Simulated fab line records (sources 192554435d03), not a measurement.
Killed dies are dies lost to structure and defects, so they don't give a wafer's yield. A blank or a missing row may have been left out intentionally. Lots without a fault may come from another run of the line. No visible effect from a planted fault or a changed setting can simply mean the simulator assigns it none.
Matching of chambers | flow n5Finfet | N5_FIN_SAQP_HM_DEP_03 on pecvd-02: 3 sister chambers
The step deposits SiNx from SiH4/NH3/N2, target thk 38 nm, time 33.6 s. 3 wafers are shown with their chamber, then 7 later ones without.

== WAFERS, EACH WITH ITS CHAMBER ==
wafer  | chamber | throttleValvePct (%)
L085.3 | 1       | 39.6
L088.1 | 2       | 35.4
L088.3 | 0       | 41.9

== WAFERS WITHOUT THEIR CHAMBER ==
wafer  | throttleValvePct (%)
L088.6 | 39.9
L089.3 | 34.8
L089.4 | 41.8
L089.6 | 39.6
L095.2 | 39.7
L095.3 | 35.3
L095.5 | 35.0

== WHICH CHAMBER EACH ONE RAN IN ==
wafer  | from the rows above | in truth
L088.6 | 1                   | 1
L089.3 | 2                   | 2
L089.4 | 0                   | 0
L089.6 | 1                   | 1
L095.2 | 1                   | 1
L095.3 | 2                   | 2
L095.5 | 2                   | 2
Correct placement for 7 of the 7. Number that these rows cannot place: 0. Placed wrongly: 0.
How it was worked out, from the rows above alone: a wafer's distance from a chamber is the root of the sum, over the readings, of the square of ((its reading less the chamber's mean) divided by the reading's scatter). The wafer belongs to the nearest chamber; if the next one is less than 2 further off, it can't be placed. For every chamber, the mean is computed from those of its wafers that are shown. The scatter (one wafer shown for each chamber): square how far every hidden wafer sits from the nearest shown wafer, average those squares and take the square root.
